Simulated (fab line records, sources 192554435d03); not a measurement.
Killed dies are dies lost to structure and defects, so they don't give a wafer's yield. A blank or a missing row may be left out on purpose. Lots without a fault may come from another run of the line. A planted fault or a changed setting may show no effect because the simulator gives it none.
fab line records | flow n5_finfet
record lots=7 wafers=21 last_day=18
route steps=1938 shown BEOL_M3@950 BEOL_M4@1111 PASSIVATION@1936
lots that met no fault: from a run of the same line without faults
start_h: hours from the record's first day to the start of the lot's first wafer shown | wait_h: hours since the lot's step before | " the same as in the row above | L1.1+2: a row that stands for several wafers | - no value, or no start given | * or withheld: withheld | < > ~ a bound
route shown NAME@n: a module of which the file shows steps, and the number in the route of the first | usual: mean/standard deviation of fault-free wafers | same: alike in all rows | chamber/n: place in a boat | sites: the reading at each site | _std_site: their standard deviation | _edge_site: outer sites' mean less inner sites' | radius_mm: how far each site lies from the wafer's centre | mask NAME#n: copy n | behind: the tool/chamber that last shaped the wafer | hold: why the lot was held/for how many hours/how that ended | device: the transistor (n, p or np) that didn't switch | end of line: the same wafers' tests at the end of the route | a step without rows: its recipe alone | killed: dies lost to structure and defects at the first sort, not the wafer's yield | map: a wafer's dies, x killed, . not, _ none there
set.NAME: the setting as run; set.NAME@STEP: as run at that earlier step | model.NAME: the simulator's own value behind a step, which no gauge read
steps of the route over a sample of lots; a table a step, a row a wafer
services: from which hour (start_h, from the record's first day; less than 0 if before it) a tool's chamber was out of use, for how many hours, and why
## steps
# step N5_BEOL_M3_ETCH_64
# recipe chemistry=N2/H2 target=SOC target_depth_a=750 overetch_a=150 mask_material=SiARC temp_c=40 time_s=112.5 ion_energy_ev=200 pressure_mtorr=30 source_w=840 bias_w=150 n2_flow_sccm=200 h2_flow_sccm=200
# usual bias_w=149.9/0.45 chamber_pressure_mTorr=29.998/0.026 drypump_motor_current_A=5.7/0.59 n2_flow_sccm=200.1/0.57 oes_product_au=0.63/0.063 rf_vpp_V=523.5/2 showerhead_plenum_p_Torr=2.53/0.067 throttle_valve_pct=17.75/0.26
# columns lot.wafer tool chamber start_h wait_h bias_w chamber_pressure_mTorr drypump_motor_current_A n2_flow_sccm oes_product_au rf_hours_counter_h rf_vpp_V showerhead_plenum_p_Torr throttle_valve_pct
L485.1 rie_diel-01 0 166.23 0.0 150.1 29.966 4.7 200.0 0.71 40 524.9 2.58 17.52
L485.4 " 3 " " 149.3 30.029 6.4 200.0 0.70 52 522.8 2.48 17.64
L485.6 " 3 " " 150.1 30.007 6.4 200.4 0.69 - 523.6 2.48 17.65
L492.2 rie_diel-03 1 212.01 0.0 150.1 29.957 5.3 200.0 0.59 179 522.6 2.53 17.70
L492.5 " 1 " " 150.6 29.981 5.3 199.4 0.58 - 523.5 2.53 17.70
L492.6 " 0 " " 150.3 30.007 5.1 199.6 0.66 - 524.5 2.57 17.38
L498.2 rie_diel-03 3 241.13 0.0 150.4 29.982 6.2 198.7 0.57 221 526.0 2.61 17.71
L498.3 " 0 " " 150.6 30.040 5.0 200.9 0.66 85 523.9 2.57 17.39
L498.6 " 3 " " 149.8 30.006 6.2 200.0 0.57 - 525.9 2.61 17.71
L499.1 rie_diel-03 2 253.50 0.0 150.0 30.002 5.5 200.7 0.54 245 520.4 2.39 18.02
L499.2 " 1 " " 150.5 29.999 5.3 199.5 0.58 191 523.5 2.53 17.72
L499.3 " 3 " " 150.5 30.001 6.2 199.6 0.56 224 525.9 2.61 17.71
L500.3 rie_diel-01 3 256.33 0.0 149.2 29.989 6.4 200.0 0.67 81 522.1 2.47 17.68
L500.4 " 1 " " 149.8 30.033 5.2 199.8 0.55 232 523.9 2.50 18.20
L500.6 " 0 " " 149.7 29.988 4.7 200.1 0.67 - 524.6 2.56 17.58
L503.2 rie_diel-03 0 271.55 0.0 149.7 29.937 5.0 199.7 0.64 96 524.8 2.56 17.41
L503.4 " 0 " " 148.9 30.015 5.0 199.1 0.65 - 524.0 2.56 17.43
L503.6 " 3 " " 149.3 29.976 6.3 199.2 0.56 - 526.1 2.61 17.73
L504.3 rie_diel-01 2 285.21 0.0 149.6 29.963 6.1 201.0 0.70 48 522.1 2.50 17.53
L504.5 " 3 " " 149.7 30.046 6.4 200.1 0.66 - 523.1 2.47 17.71
L504.6 " 2 " " 149.0 30.000 6.1 199.7 0.69 - 521.8 2.50 17.52
# step N5_BEOL_M3_ETCH_70
# recipe chemistry=N2/H2 target=SOC target_depth_a=800 overetch_a=160 mask_material=SiARC temp_c=40 time_s=120 ion_energy_ev=200 pressure_mtorr=30 source_w=840 bias_w=150 n2_flow_sccm=200 h2_flow_sccm=200
# usual bias_w=150.0/0.45 chamber_pressure_mTorr=29.999/0.027 drypump_motor_current_A=5.8/0.61 n2_flow_sccm=200.0/0.6 oes_product_au=0.61/0.064 rf_vpp_V=523.3/2 showerhead_plenum_p_Torr=2.53/0.068 throttle_valve_pct=17.83/0.28
# columns lot.wafer tool chamber start_h wait_h bias_w chamber_pressure_mTorr drypump_motor_current_A n2_flow_sccm oes_product_au rf_hours_counter_h rf_vpp_V showerhead_plenum_p_Torr throttle_valve_pct
L485.1 rie_diel-03 0 168.22 0.0 149.6 30.014 5.0 200.9 0.66 64 525.6 2.58 17.35
L485.4 " 2 " " 150.0 29.992 5.5 201.3 0.54 220 520.1 2.40 17.97
L485.6 " 1 " " 149.2 29.993 5.3 199.7 0.58 - 522.8 2.54 17.68
L492.2 rie_diel-01 0 214.36 0.0 149.9 30.015 4.8 200.3 0.66 55 525.8 2.57 17.54
L492.5 " 2 " " 150.4 30.015 6.1 200.4 0.70 - 523.1 2.51 17.50
L492.6 " 1 " " 149.9 29.999 5.2 200.1 0.54 - 521.9 2.51 18.16
L498.2 rie_diel-03 0 251.82 0.0 - - - - - - - - -
L498.3 " 3 " " - - - - - - - - -
L498.6 " 3 " " - - - - - - - - -
L499.1 rie_diel-01 2 254.98 0.0 - - - - - - - - -
L499.2 " 0 " " - - - - - - - - -
L499.3 " 1 " " - - - - - - - - -
L500.3 rie_diel-01 2 260.97 0.0 - - - - - - - - -
L500.4 " 3 " " - - - - - - - - -
L500.6 " 3 " " - - - - - - - - -
L503.2 rie_diel-01 3 292.51 0.0 150.3 29.984 6.4 200.0 0.63 90 522.4 2.47 17.70
L503.4 " 0 " " 149.9 29.986 4.7 199.5 0.64 78 523.5 2.56 17.59
L503.6 " 0 " " 149.9 30.047 4.8 199.9 0.65 - 524.8 2.56 17.58
L504.3 rie_diel-04 2 295.67 0.0 149.9 30.003 5.7 200.0 0.63 54 525.6 2.60 18.09
L504.5 " 1 " " 150.4 29.994 6.5 201.1 0.59 - 523.1 2.54 17.83
L504.6 " 2 " " 149.9 29.953 5.7 200.3 0.64 - 525.0 2.60 18.08
# step N5_BEOL_M3_VIA_ETCH_34
# recipe chemistry=C4F6/O2 target_depth_a=694 mask_material=SOC pressure_mtorr=15 ion_energy_ev=250 taper_deg=4 time_s=65.9 source_w=350 bias_w=170 Ar_flow_sccm=300 C4F6_flow_sccm=10 O2_flow_sccm=10
# usual C4F6_flow_sccm=9.998/0.029 O2_flow_sccm=9.996/0.029 bias_w=170.0/0.58 drypump_motor_current_A=5.8/0.61 oes_f_703_au=0.78/0.082 oes_product_au=0.80/0.091 rf_vpp_V=672/14 showerhead_plenum_p_Torr=2.83/0.079 throttle_valve_pct=30.8/0.38
# columns lot.wafer tool chamber start_h wait_h C4F6_flow_sccm O2_flow_sccm bias_w drypump_motor_current_A oes_f_703_au oes_product_au rf_hours_counter_h rf_vpp_V showerhead_plenum_p_Torr throttle_valve_pct
L485.1 rie_diel-03 0 168.32 0.0 10.046 10.020 169.8 5.0 0.85 0.86 64 671 2.87 30.3
L485.4 " 2 " " 9.998 10.045 170.2 5.5 0.68 0.70 220 681 2.72 31.2
L485.6 " 1 " " 10.070 9.954 170.2 5.3 0.75 0.77 - 677 2.86 30.9
L492.2 rie_diel-01 0 214.46 0.0 10.031 10.022 169.6 4.7 0.85 0.87 55 654 2.88 30.6
L492.5 " 2 " " 9.984 9.982 169.9 6.1 0.93 0.94 - 662 2.76 30.0
L492.6 " 1 " " 9.989 9.963 168.9 5.2 0.72 0.70 - 650 2.78 30.8
L498.2 rie_diel-03 0 251.92 0.0 9.997 10.018 171.1 5.0 0.82 0.31 88 672 2.86 30.2
L498.3 " 3 " " 10.009 9.995 169.0 6.2 0.69 0.27 224 688 2.94 30.6
L498.6 " 3 " " 9.999 9.960 168.6 6.3 0.70 0.26 - 686 2.94 30.6
L499.1 rie_diel-01 2 255.08 0.0 9.990 9.945 170.5 6.1 0.91 0.33 40 662 2.75 29.9
L499.2 " 0 " " 9.981 9.986 169.3 4.7 0.84 0.31 68 654 2.87 30.5
L499.3 " 1 " " 9.994 9.958 170.9 5.2 0.71 0.27 231 648 2.78 30.7
L500.3 rie_diel-01 2 261.07 0.0 9.999 10.071 170.3 6.1 0.90 0.34 41 662 2.75 29.9
L500.4 " 3 " " 9.951 9.960 169.8 6.4 0.81 0.31 82 673 2.79 30.8
L500.6 " 3 " " 9.979 9.997 169.7 6.4 0.80 0.32 - 673 2.79 30.8
L503.2 rie_diel-01 3 292.61 0.0 9.982 9.963 170.3 6.4 0.79 0.83 90 674 2.78 30.9
L503.4 " 0 " " 10.018 9.981 169.8 4.7 0.83 0.85 78 655 2.87 30.7
L503.6 " 0 " " 9.967 9.954 169.2 4.7 0.82 0.83 - 654 2.87 30.7
L504.3 rie_diel-04 2 295.77 0.0 9.971 9.999 170.7 5.7 0.78 0.82 54 700 2.92 31.3
L504.5 " 1 " " 9.999 10.034 170.7 6.5 0.73 0.76 - 680 2.87 31.2
L504.6 " 2 " " 9.986 10.003 170.2 5.7 0.79 0.82 - 700 2.92 31.3
# step N5_BEOL_M3_TRENCH_ETCH_37
# recipe chemistry=C4F6/O2 target_depth_a=555.55 target=SiOC time_s=29.2 ion_energy_ev=250 pressure_mtorr=30 source_w=355 bias_w=185 Ar_flow_sccm=300 C4F6_flow_sccm=10 O2_flow_sccm=10
# usual C4F6_flow_sccm=10.00/0.03 O2_flow_sccm=10.00/0.031 bias_w=185.0/0.61 drypump_motor_current_A=5.8/0.61 oes_f_703_au=0.78/0.082 oes_product_au=0.80/0.091 rf_vpp_V=672/15 showerhead_plenum_p_Torr=2.83/0.079 throttle_valve_pct=20.90/0.29
# columns lot.wafer tool chamber start_h wait_h C4F6_flow_sccm O2_flow_sccm bias_w drypump_motor_current_A oes_f_703_au oes_product_au rf_hours_counter_h rf_vpp_V showerhead_plenum_p_Torr throttle_valve_pct
L485.1 rie_diel-03 0 - - 10.01 9.98 185.1 5.0 0.84 0.86 64 672 2.87 20.36
L485.4 " 2 " " 10.00 10.01 184.9 5.5 0.68 0.69 220 680 2.72 21.14
L485.6 " 1 " " 9.98 10.03 184.4 5.3 0.75 0.76 - 676 2.86 20.83
L492.2 rie_diel-01 0 - - 9.96 9.98 183.2 4.7 0.86 0.87 55 654 2.88 20.68
L492.5 " 2 " " 9.98 9.95 184.2 6.1 0.93 0.94 - 662 2.76 20.32
L492.6 " 1 " " 10.02 9.98 186.0 5.2 0.71 0.70 - 649 2.79 21.07
L498.2 rie_diel-03 0 - - 10.04 10.00 184.9 5.0 0.81 0.83 88 671 2.86 20.40
L498.3 " 3 " " 10.01 9.95 185.5 6.2 0.69 0.70 224 686 2.95 20.96
L498.6 " 3 " " 10.02 9.99 184.9 6.2 0.69 0.71 - 685 2.95 20.96
L499.1 rie_diel-01 2 - - 10.01 9.99 185.6 6.1 0.91 0.91 40 661 2.76 20.34
L499.2 " 0 " " 10.02 9.98 184.8 4.7 0.83 0.86 68 657 2.88 20.70
L499.3 " 1 " " 9.96 10.00 183.0 5.2 0.71 0.69 231 648 2.78 21.08
L500.3 rie_diel-01 2 - - 10.04 10.05 184.3 6.1 0.90 0.91 42 661 2.76 20.31
L500.4 " 3 " " 10.04 9.97 185.1 6.4 0.81 0.84 82 674 2.79 20.88
L500.6 " 3 " " 10.03 9.95 185.4 6.4 0.80 0.84 - 673 2.79 20.87
L503.2 rie_diel-01 3 - - 10.01 9.96 185.5 6.4 0.81 0.84 90 673 2.79 20.88
L503.4 " 0 " " 10.00 10.01 185.2 4.7 0.83 0.84 78 655 2.87 20.69
L503.6 " 0 " " 10.04 10.02 184.6 4.7 0.83 0.84 - 655 2.87 20.71
L504.3 rie_diel-04 2 - - 10.00 10.01 186.8 5.7 0.79 0.82 54 700 2.92 21.12
L504.5 " 1 " " 9.99 10.05 185.3 6.5 0.73 0.77 - 682 2.88 21.05
L504.6 " 2 " " 9.98 9.97 186.1 5.7 0.78 0.82 - 698 2.92 21.14
# step N5_BEOL_M3_ETCH_41
# recipe chemistry=CH3F/O2 target=SiCN target_depth_a=299 taper_deg=2 time_s=52.5 ion_energy_ev=120 mask_material=TiN pressure_mtorr=30 source_w=395 bias_w=75 Ar_flow_sccm=150 CH3F_flow_sccm=30 O2_flow_sccm=20
# usual CH3F_flow_sccm=30.00/0.089 O2_flow_sccm=20.01/0.059 bias_w=74.95/0.22 drypump_motor_current_A=5.8/0.61 oes_product_au=0.80/0.091 rf_vpp_V=297.0/1.4 showerhead_plenum_p_Torr=1.99/0.057 throttle_valve_pct=16.35/0.29
# columns lot.wafer tool chamber start_h wait_h CH3F_flow_sccm O2_flow_sccm bias_w drypump_motor_current_A oes_product_au rf_hours_counter_h rf_vpp_V showerhead_plenum_p_Torr throttle_valve_pct
L485.1 rie_diel-03 0 - - 29.98 20.07 75.15 5.1 0.86 64 297.2 2.02 15.82
L485.4 " 2 " " 29.97 20.00 74.85 5.5 0.69 220 294.7 1.91 16.57
L485.6 " 1 " " 29.95 19.94 75.06 5.3 0.76 - 297.0 2.01 16.25
L492.2 rie_diel-01 0 - - 29.98 20.08 74.91 4.7 0.88 55 298.0 2.03 16.12
L492.5 " 2 " " 30.06 20.17 75.08 6.1 0.95 - 295.8 1.94 15.81
L492.6 " 1 " " 29.88 20.01 74.82 5.2 0.71 - 297.6 1.96 16.61
L498.2 rie_diel-03 0 - - 29.85 19.98 74.92 5.0 0.83 88 296.4 2.01 15.88
L498.3 " 3 " " 29.90 19.95 74.64 6.3 0.70 224 298.2 2.07 16.44
L498.6 " 3 " " 29.97 19.93 74.53 6.3 0.70 - 297.9 2.07 16.44
L499.1 rie_diel-01 2 - - 29.92 20.00 75.26 6.1 0.92 40 298.4 1.94 15.83
L499.2 " 0 " " 30.01 19.98 74.94 4.7 0.86 68 297.2 2.02 16.15
L499.3 " 1 " " 30.11 19.97 75.12 5.2 0.70 231 296.5 1.95 16.63
L500.3 rie_diel-01 2 - - 30.06 20.01 75.06 6.1 0.92 42 294.8 1.94 15.84
L500.4 " 3 " " 30.08 19.93 74.43 6.4 0.85 82 296.1 1.96 16.27
L500.6 " 3 " " 30.09 20.02 75.00 6.4 0.84 - 296.2 1.96 16.27
L503.2 rie_diel-01 3 - - 30.01 20.00 74.55 6.4 0.83 90 296.8 1.96 16.29
L503.4 " 0 " " 29.97 20.09 74.92 4.8 0.84 78 295.7 2.02 16.15
L503.6 " 0 " " 29.99 20.14 74.71 4.8 0.84 - 297.9 2.02 16.17
L504.3 rie_diel-04 2 - - 30.02 20.06 74.82 5.7 0.82 54 298.3 2.05 16.48
L504.5 " 1 " " 29.95 19.92 74.88 6.5 0.76 - 297.8 2.02 16.43
L504.6 " 2 " " 30.05 20.06 74.94 5.7 0.82 - 297.8 2.06 16.48
# step N5_BEOL_M4_RC_MEAS_101
# usual DIBL_N=35.9/1.7 DIBL_P=36.0/2.2 IOFF_N=0.16/0.031 IOFF_P=0.21/0.039 ION_N=678/13 ION_P=464/8.8 SS_N=71.5/0.61 SS_P=73.2/0.68 VT_N=249/3.3 VT_P=-250/3.8
# columns lot.wafer tool chamber start_h wait_h DIBL_N[mV/V] DIBL_P[mV/V] IOFF_N[nA/um] IOFF_P[nA/um] ION_N[uA/um] ION_P[uA/um] SS_N[mV/dec] SS_P[mV/dec] VT_N[mV] VT_P[mV]
L485.1 prober-01 0 193.34 0.0 31.6 31.5 0.09 0.13 641 450 70.2 72.0 258 -260
L485.4 " 0 " " 33.5 34.6 0.11 0.15 664 455 70.5 72.4 256 -257
L485.6 " 0 " " 37.1 38.8 0.17 0.21 676 457 71.3 73.5 250 -254
L492.2 prober-02 0 232.93 0.2 35.4 33.1 0.14 0.18 689 467 71.3 71.7 249 -250
L492.5 " 0 " " 40.4 40.4 0.26 0.31 717 480 72.2 73.7 241 -245
L492.6 " 0 " " 37.8 35.9 0.18 0.21 681 462 72.4 73.5 247 -248
L503.2 prober-02 0 310.91 0.2 32.6 34.7 0.13 0.21 678 471 71.6 72.8 253 -248
L503.4 " 0 " " 34.8 36.8 0.17 0.23 685 472 72.3 73.4 249 -250
L503.6 " 0 " " 34.6 36.9 0.16 0.25 674 466 72.4 74.2 251 -248
L504.3 prober-02 0 314.06 0.3 34.9 33.1 0.13 0.17 681 462 71.8 73.0 251 -252
L504.5 " 0 " " 38.4 38.7 0.20 0.25 688 463 72.1 73.7 245 -249
L504.6 " 0 " " 34.8 33.7 0.13 0.17 690 465 70.8 72.6 250 -254
# step N5_PASSIVATION_PROBE_49
# usual defect_limited_yield=90.9/1.5 killed_at_M0_to_M3=36/10 killed_at_M4_up=13/5.5 killed_at_contacts=12/5.6 killed_at_front_end=42/12 killed_at_other=4/3.2 killed_dies=108/18 killed_on_rim=15/4.1 killed_open=71/13 killed_short=34/7.8 sort_bin_5_function=5.4/1 sort_bin_6_memory=3.4/0.68 sort_n_pass=1072/18 sort_yield_pct=90.9/1.5
# same gross_dies=1180 killed_at_back_side=0 sort_bin_4_leakage[%]=0 sort_bin_8_speed[%]=0
# columns lot.wafer tool chamber start_h wait_h defect_limited_yield[%] killed_at_M0_to_M3 killed_at_M4_up killed_at_contacts killed_at_front_end killed_at_other killed_dies killed_on_rim killed_open killed_short sort_bin_5_function[%] sort_bin_6_memory[%] sort_n_pass sort_yield_pct[%]
L492.6 prober-01 - 348.16 0.3 92.0 33 8 16 37 0 94 15 63 31 5.2 2.5 1086 92.0
L498.2 prober-02 - 380.91 0.1 0 1115 13 13 26 13 1180 152 79 40 96.4 3.1 0 0
L498.3 prober-02 - 380.96 0.1 0 1086 22 19 45 8 1180 152 94 39 96.0 3.6 0 0
L498.6 prober-02 - 381.11 0.3 0 1114 11 10 40 5 1180 152 83 28 95.8 3.9 0 0
L500.3 prober-01 - 399.21 0.1 0 1107 8 5 47 13 1180 152 73 38 96.3 3.3 0 0
L500.4 prober-01 - 399.26 0.2 0 1131 11 7 24 7 1180 152 56 27 96.9 2.9 0 0
L500.6 prober-01 - 399.36 0.3 0 1109 10 10 45 6 1180 152 71 32 95.4 4.3 0 0
L499.1 prober-01 - 400.90 0.0 0 1116 17 5 35 7 1180 152 61 28 96.9 2.9 0 0
L499.2 prober-01 - 400.95 0.1 0 1116 13 11 39 1 1180 152 61 27 96.1 3.6 0 0
L499.3 prober-01 - 401.00 0.1 0 1137 7 6 27 3 1180 152 53 20 97.9 1.9 0 0
# killed by level:class
L492.6 MOL_CONTACT_COAG:geometric_particle:open=15 BEOL_M0_SAQP:geometric_particle:short=9 STI_FIN_REVEAL:geometric_particle:open=8 BEOL_M0_SAQP:geometric_particle:open=8 DUMMY_GATE:geometric_particle:short=6 BEOL_M1:geometric_particle:open=6 DUMMY_GATE:geometric_particle:open=5 BEOL_M3:geometric_particle:open=5
L498.2 BEOL_M3:area_etch=1061 BEOL_M3:geometric_particle:open=18 BEOL_M0_SAQP:geometric_particle:short=15 STI_FIN_REVEAL:geometric_particle:open=10 MOL_CONTACT_COAG:geometric_particle:open=10 BEOL_M0_SAQP:geometric_particle:open=10 DUMMY_GATE:geometric_particle:open=6 BEOL_M1:geometric_particle:open=6
L498.3 BEOL_M3:area_etch=1045 STI_FIN_REVEAL:geometric_particle:open=25 MOL_CONTACT_COAG:geometric_particle:open=14 BEOL_M0_SAQP:geometric_particle:short=9 BEOL_M0_SAQP:geometric_particle:open=9 BEOL_M4:geometric_particle:open=9 BEOL_M3:geometric_particle:open=7 MOL_CONTACT_COAG:geometric_particle:short=5
L498.6 BEOL_M3:area_etch=1069 STI_FIN_REVEAL:geometric_particle:open=24 BEOL_M0_SAQP:geometric_particle:short=12 MOL_CONTACT_COAG:geometric_particle:open=9 BEOL_M0_SAQP:geometric_particle:open=9 BEOL_M3:geometric_particle:open=8 BEOL_M2:geometric_particle:open=5 BEOL_M0:geometric_particle:open=4
L500.3 BEOL_M3:area_etch=1067 FIN_SAQP:geometric_particle:short=14 FIN_SAQP:geometric_particle:open=11 BEOL_M0_SAQP:geometric_particle:short=11 BEOL_M2:geometric_particle:open=9 STI_FIN_REVEAL:geometric_particle:open=8 BEOL_M0_SAQP:geometric_particle:open=8 MIM_TOP_ETCH:geometric_particle:open=7
L500.4 BEOL_M3:area_etch=1093 BEOL_M1:geometric_particle:open=11 BEOL_M0_SAQP:geometric_particle:short=9 MOL_CONTACT_COAG:geometric_particle:open=7 BEOL_M0_SAQP:geometric_particle:open=6 BEOL_M2:geometric_particle:open=6 STI_FIN_REVEAL:geometric_particle:open=5 BEOL_M5:geometric_particle:open=5
L500.6 BEOL_M3:area_etch=1075 STI_FIN_REVEAL:geometric_particle:open=11 MOL_CONTACT_COAG:geometric_particle:open=7 BEOL_M0_SAQP:geometric_particle:short=6 SPACER0:geometric_particle:open=6 BEOL_M3:geometric_particle:open=6 FIN_SAQP:geometric_particle:open=5 BEOL_M0_SAQP:geometric_particle:open=5
L499.1 BEOL_M3:area_etch=1088 STI_FIN_REVEAL:geometric_particle:open=12 BEOL_M1:geometric_particle:open=11 BEOL_M3:geometric_particle:open=8 GATE_CUT:geometric_particle:short=6 BEOL_M4:geometric_particle:open=6 FIN_SAQP:geometric_particle:open=4 MOL_CONTACT_COAG:geometric_particle:open=4
L499.2 BEOL_M3:area_etch=1087 MOL_CONTACT_COAG:geometric_particle:open=10 STI_FIN_REVEAL:geometric_particle:open=8 FIN_SAQP:geometric_particle:short=7 BEOL_M0_SAQP:geometric_particle:open=7 FIN_SAQP:geometric_particle:open=5 BEOL_M1:geometric_particle:open=5 BEOL_M7:geometric_particle:open=4
L499.3 BEOL_M3:area_etch=1106 BEOL_M3:geometric_particle:open=11 STI_FIN_REVEAL:geometric_particle:open=6 MOL_CONTACT_COAG:geometric_particle:open=6 BEOL_M0_SAQP:geometric_particle:open=6 BEOL_M0_SAQP:geometric_particle:short=5 FIN_SAQP:geometric_particle:short=3 FIN_SAQP:geometric_particle:open=3
## services
# columns tool chamber start_h hours kind
rie_diel-04 0 197.34 - clean
rie_diel-04 0 197.34 - consumable_replace:focus_ring
rie_diel-04 0 197.34 18.8 scheduled_down
rie_diel-04 0 197.34 18.8 vent_cycle
rie_diel-04 1 221.30 13.8 repair
rie_diel-01 1 240.27 4.0 repair
rie_diel-03 2 265.86 - clean
rie_diel-03 2 265.86 - consumable_replace:focus_ring
rie_diel-03 2 265.86 - consumable_replace:showerhead
rie_diel-03 2 265.86 14.9 scheduled_down
rie_diel-03 2 265.86 14.9 vent_cycle
rie_diel-04 2 273.35 7.5 repair
## key
first_sign step=N5_BEOL_M3_ETCH_70 reading=tool_record direction=missing
effect step=N5_BEOL_M3_VIA_ETCH_34 reading=oes_product_au direction=down sigmas=5.4 usual=0.80 struck=0.30
effect step=N5_PASSIVATION_PROBE_49 reading=killed_at_M0_to_M3 direction=up sigmas=99+ usual=36 struck=1115
more_kills_born_at N5_BEOL_M3_ETCH_70@rie_diel-01=6516 N5_BEOL_M3_ETCH_70@rie_diel-03=3175
met_at N5_BEOL_M3_ETCH_70
struck_lots L498,L499,L500
later_rows_left_out L498.2,L498.3,L498.6,L499.1,L499.2,L499.3,L500.3,L500.4,L500.6
not_acting_at N5_BEOL_M3_ETCH_64,N5_BEOL_M3_TRENCH_ETCH_37,N5_BEOL_M3_ETCH_41
onset_between 214.36 251.82
fault kind=skipped_step_whole tool=rie_diel-01,rie_diel-03 chamber=- onset_h=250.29 steps=N5_BEOL_M3_ETCH_70 scope=struck_lots_only
# later_rows_left_out: the simulator's readings of these wafers behind a module that went badly wrong aren't trusted and aren't shown, but for the sort
